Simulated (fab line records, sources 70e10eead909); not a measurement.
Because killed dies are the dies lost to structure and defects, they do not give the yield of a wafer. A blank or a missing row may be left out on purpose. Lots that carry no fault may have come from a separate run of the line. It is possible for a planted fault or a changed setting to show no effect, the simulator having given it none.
Which of the tools did it? ; flow nand harc ; 36 wafers from 12 lots sampled at 4 of the route's 1302 steps

== WHAT EACH GAUGE READ, for each wafer ==
NHARC_END_SORT_01.
lot;measured;on;defect limited yield (%);killed at array;killed at other;killed at periphery;killed dies;killed open;killed short;sort_bin_2_pct (%);sort_bin_3_pct (%);sort_bin_4_pct (%);sort n pass;sort rim yield pct (%);sort yield pct (%)
L473;day 25 01:41;prober-01;91 94 93;61 41 43;0 0 1;0 2 4;61 43 48;3 2 3;1 3 3;3.0 2.5 1.5;0.7 0.7 0.6;5.3 3.1 5.0;616 634 629;99 95 94;91 94 93
L486;day 30 18:04;prober-01;92 95 91;46 24 54;0 0 1;10 8 3;56 32 58;4 3 2;0 2 2;3.5 1.2 3.5;1.2 0.6 0.7;3.5 3.0 4.3;621 645 619;90 92 88;92 95 91
L483;day 30 20:46;prober-02;86 80 77;89 135 151;0 0 0;4 3 6;93 138 157;4 2 5;6 3 3;3.8 8.6 10.5;1.5 4.1 2.5;8.4 7.7 10.2;584 539 520;84 94 96;86 80 77

== EACH LOT AND THE TOOL THAT RAN IT (in order: tool; ch and the chambers of the sampled wafers; start) ==
lot;NHARC_A_BONDPAD_PVD_27;NHARC_THIN_TSV_DEP_47;NHARC_THIN_TSV_PRE_CLEAN_50
L473;pvd sputter-03, day 23 09:25;pecvd-02 ch 0,2, day 24 01:00;pvd sputter-01, day 25 01:41 or earlier
L472;pvd sputter-02, day 23 11:08;pecvd-02 ch 0,1, day 24 03:30;pvd sputter-01, no start
L471;pvd sputter-01, day 23 15:19;pecvd-03 ch 0,2, day 24 09:53;pvd sputter-01, no start
L476;pvd sputter-01, day 25 18:22;pecvd-01 ch 0,2, day 26 09:43;pvd sputter-02, no start
L475;pvd sputter-02, day 25 21:13;pecvd-03 ch 0,1,2, day 26 11:08;pvd sputter-01, no start
L474;pvd sputter-02, day 26 02:47;pecvd-01 ch 0,1,2, day 26 19:21;pvd sputter-02, no start
L486;pvd sputter-03, day 29 08:14;pecvd-01 ch 0,1, day 30 01:38;pvd sputter-02, day 30 18:04 or earlier
L483;pvd sputter-01, day 29 11:01;pecvd-03 ch 0,1,2, day 30 00:32;pvd sputter-02, day 30 20:46 or earlier
L490;pvd sputter-03, day 31 03:04;pecvd-02 ch 0,1, day 31 20:04;pvd sputter-02, no start
L492;pvd sputter-03, day 32 11:22;pecvd-03 ch 1,2, day 33 06:07;pvd sputter-03, no start
L493;pvd sputter-03, day 32 12:34;pecvd-01 ch 0,2, day 33 05:02;pvd sputter-03, no start
L494;pvd sputter-02, day 32 21:22;pecvd-01 ch 0,2, day 33 13:22;pvd sputter-03, no start
- NHARC_A_BONDPAD_PVD_27: deposits Cu, target thk 30 nm, time 20.49 s.
- NHARC_THIN_TSV_DEP_47: deposits SiO2, target thk 200 nm.
- NHARC_THIN_TSV_PRE_CLEAN_50: time 30 s.

== AS READ BY THE TOOLS THEMSELVES (means over the sampled wafers that have a number; for cases with no such wafer, the mark the record gives instead) ==
NHARC_A_BONDPAD_PVD_27.
lot;tool;cathode dc power W (W);throttle valve pct (%)
L473;pvd sputter-03;5000.4;30.2
L472;pvd sputter-02;5000.0;29.9
L471;pvd sputter-01;4999.1;30.8
L476;pvd sputter-01;4998.8;30.6
L475;pvd sputter-02;5000.1;29.2
L474;pvd sputter-02;4999.7;29.3
L486;pvd sputter-03;4999.5;29.8
L483;pvd sputter-01;4999.4;29.6
L490;pvd sputter-03;5000.2;30.3
L492;pvd sputter-03;4999.8;30.3
L493;pvd sputter-03;4999.3;30.5
L494;pvd sputter-02;4999.5;30.0

NHARC_THIN_TSV_DEP_47.
lot;tool;mfc precursor sccm (sccm);throttle valve pct (%)
L473;pecvd-02;161.5;16.3
L472;pecvd-02;160.9;16.8
L471;pecvd-03;161.1;15.6
L476;pecvd-01;162.0;16.6
L475;pecvd-03;161.4;15.5
L474;pecvd-01;161.5;16.5
L486;pecvd-01;161.5;16.4
L483;pecvd-03;161.3;15.7
L490;pecvd-02;160.9;16.4
L492;pecvd-03;161.5;15.3
L493;pecvd-01;161.1;16.1
L494;pecvd-01;161.0;16.5

NHARC_THIN_TSV_PRE_CLEAN_50.
lot;tool;heater power w (W)
L473;pvd sputter-01;359
L472;pvd sputter-01;372
L471;pvd sputter-01;353
L476;pvd sputter-02;394
L475;pvd sputter-01;406
L474;pvd sputter-02;376
L486;pvd sputter-02;402
L483;pvd sputter-02;390
L490;pvd sputter-02;385
L492;pvd sputter-03;438
L493;pvd sputter-03;407
L494;pvd sputter-03;435

== THE ANSWER, worked out from the rows above alone ==
Rule: what is usual is taken from the lots themselves. Put in order of their means at a reading, lots are off if they are a third of the lots or fewer, leave a main group of 4 or more, and stand apart from it by a gap of 3 or more times the standard deviation of the main group's means; of several such gaps the widest counts. A main group whose means are all the same, to the digits that the tables above print for the reading, isn't used. A lot without any number at a reading at which 4 lots or more have one is off too. All remaining lots with rows at the step are treated as sound. The gauges are gone through in route order, then the tools' own readings, and for those a lot's mean is taken as printed above. The first step at which some lot is off is used, and at that step the reading that is off furthest; a lot without a number counts as furthest.
Nothing can be told from this: no lot is off at any reading shown.

== WHAT HAD BEEN PUT IN BY THE SIMULATOR ==
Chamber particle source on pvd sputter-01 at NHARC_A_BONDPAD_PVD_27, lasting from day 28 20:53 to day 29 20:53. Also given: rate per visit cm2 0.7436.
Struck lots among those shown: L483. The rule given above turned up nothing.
